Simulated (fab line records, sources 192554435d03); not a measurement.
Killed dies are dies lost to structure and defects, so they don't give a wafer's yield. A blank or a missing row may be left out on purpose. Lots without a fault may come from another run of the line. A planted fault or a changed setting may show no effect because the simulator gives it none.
Split-lot experiment | flow n5_finfet | 7 lots, 21 wafers read, on a route of 1938 steps

THE SPLIT
At N5_DUMMY_GATE_ETCH_32 (etches SiO2 in CF4, target depth 3.5 nm, time 3.9 s), the setting time_s was moved away from the recipe's 3.9 s on 7 of the 21 wafers read, by -19.5% to +17.6%. The other wafers ran this setting at the recipe's value.

The reading is taken at the split's own step.

THE READING
etch.depth_nm (the simulator's own value, which no gauge read), in nm, at N5_DUMMY_GATE_ETCH_32 (etches SiO2 in CF4, target depth 3.5 nm, time 3.9 s). The file gives no usual value for it. The 14 wafers here that ran the recipe average 3.461 nm, standard deviation 0.053 nm.

wafer  | tool, chamber at the split | time_s as run, s | against the recipe | etch.depth_nm, nm | against lot-mates on the recipe
L080.2 | rie_si-02, 2               | 3.9              | recipe             | 3.403             | -
L080.3 | rie_si-02, 0               | 3.139            | -19.5%             | 2.844             | -0.559
L080.4 | rie_si-02, 3               | 3.139            | -19.5%             | 2.847             | -0.556
L084.1 | rie_si-03, 3               | 4.545            | +16.5%             | 3.96              | +0.445
L084.3 | rie_si-03, 2               | 3.9              | recipe             | 3.565             | -
L084.4 | rie_si-03, 0               | 3.9              | recipe             | 3.465             | -
L091.2 | rie_si-03, 2               | 4.321            | +10.8%             | 3.924             | +0.423
L091.4 | rie_si-03, 1               | 3.9              | recipe             | 3.501             | -
L091.6 | rie_si-03, 3               | 4.321            | +10.8%             | 3.721             | +0.220
L093.1 | rie_si-05, 1               | 3.9              | recipe             | 3.527             | -
L093.3 | rie_si-05, 2               | 3.35             | -14.1%             | 3.017             | -0.475
L093.5 | rie_si-05, 3               | 3.9              | recipe             | 3.457             | -
L095.1 | rie_si-05, 3               | 3.9              | recipe             | 3.448             | -
L095.3 | rie_si-05, 2               | 4.588            | +17.6%             | 4.11              | +0.649
L095.6 | rie_si-05, 2               | 3.9              | recipe             | 3.475             | -
L096.1 | rie_si-03, 3               | 3.9              | recipe             | 3.339             | -
L096.2 | rie_si-03, 0               | 3.9              | recipe             | 3.412             | -
L096.4 | rie_si-03, 1               | 3.9              | recipe             | 3.484             | -
L097.1 | rie_si-05, 3               | 3.9              | recipe             | 3.448             | -
L097.2 | rie_si-05, 0               | 3.9              | recipe             | 3.478             | -
L097.3 | rie_si-05, 2               | 3.9              | recipe             | 3.454             | -

THE FIT
A straight line over all 21 wafers: etch.depth_nm changes by +0.0325 nm for each +1% of time_s; r = +0.98; the points scatter about the line by 0.059 nm.
The same after taking each lot's own level away (the mean of its wafers on the recipe; 21 wafers): +0.0305 nm for each +1%; r = +0.98; scatter 0.056 nm.
On that fit, the largest move of time_s shifts the reading by 0.59 nm.
The lots' own levels span 3.4030 to 3.5150 nm, that is 2.1 times the standard deviation above.
So the lot-to-lot level changes the slope little: the two slopes agree.
Check: with one of the wafers moved furthest among these (-19.5%) left out of the fit, the line predicts -0.603 nm for it against its lot-mates. It came out at -0.559 nm against them.

OTHER SPLITS ON THESE WAFERS
These wafers also went through other splits before the reading. Each is held against what the fit with the lots' levels taken away leaves over:
other split on the same wafers        | wafers away from the commonest value | r with etch.depth_nm (lot level and that fit taken away)
N5_ZERO_LAYER_PECVD_02 time_s         | 6                                    | +0.15
N5_WELL_APT_PEB_06 peb_temp_c         | 9                                    | +0.05
N5_WELL_APT_DEVELOP_07 develop_time_s | 6                                    | -0.03
N5_FIN_SAQP_SPACER1_ALD_24 temp_c     | 8                                    | +0.00
N5_FIN_CUT_COAT_18 spin_rpm           | 7                                    | +0.32
N5_FIN_CUT_COAT_19 time_s             | 6                                    | -0.36
N5_DUMMY_GATE_DESCUM_20 time_s        | 5                                    | +0.14

THE FILE'S OWN FIT
etch.depth_nm changes by +0.0311 nm for each +1% of time_s, r = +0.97.
